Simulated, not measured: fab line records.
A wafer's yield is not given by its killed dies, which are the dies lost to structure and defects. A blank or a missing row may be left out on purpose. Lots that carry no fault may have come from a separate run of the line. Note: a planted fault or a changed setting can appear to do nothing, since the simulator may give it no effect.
Matching of chambers + flow n5-finfet + N5_BEOL_M0_SAQP_CUT_ETCH_46 on rie-diel-02 has 4 sister chambers
The step etches SOC in N2/H2, target depth 135 nm, overetch 27 nm, time 202.5 s. 4 wafers are shown with their chamber, then 7 later ones without.

WAFERS PAIRED WITH THEIR CHAMBERS
| wafer  | chamber | showerhead-plenum-p-Torr (Torr) |
|--------|---------|---------------------------------|
| L084.2 | 1       | 2.59                            |
| L084.5 | 2       | 2.64                            |
| L090.2 | 0       | 2.48                            |
| L090.3 | 3       | 2.47                            |

WAFERS WITHOUT THEIR CHAMBER
| wafer  | showerhead-plenum-p-Torr (Torr) |
|--------|---------------------------------|
| L090.6 | 2.59                            |
| L091.1 | 2.48                            |
| L091.3 | 2.63                            |
| L091.6 | 2.46                            |
| L096.2 | 2.48                            |
| L096.3 | 2.46                            |
| L096.6 | 2.62                            |

EACH ONE'S CHAMBER
| wafer  | from the rows above     | in truth |
|--------|-------------------------|----------|
| L090.6 | 1                       | 1        |
| L091.1 | can't be placed: 0 or 3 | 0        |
| L091.3 | 2                       | 2        |
| L091.6 | can't be placed: 3 or 0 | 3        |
| L096.2 | can't be placed: 0 or 3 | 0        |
| L096.3 | can't be placed: 3 or 0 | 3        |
| L096.6 | can't be placed: 2 or 1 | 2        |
Placed correctly: 2 of 7. From these rows, 5 cannot be placed; in 5 the true chamber is one of the candidates. 0 placed wrongly.
How it was worked out, from the rows above alone: a wafer's distance from a chamber is the root of the sum, over the readings, of the square of ((its reading less the chamber's mean) divided by the reading's scatter). If the next closest chamber is less than 2 further off than the closest, the wafer can't be placed; otherwise it belongs to the closest. A chamber's mean is the mean of its shown wafers. The scatter: root of mean squared gap, hidden wafer to nearest shown wafer, with one shown wafer a chamber.
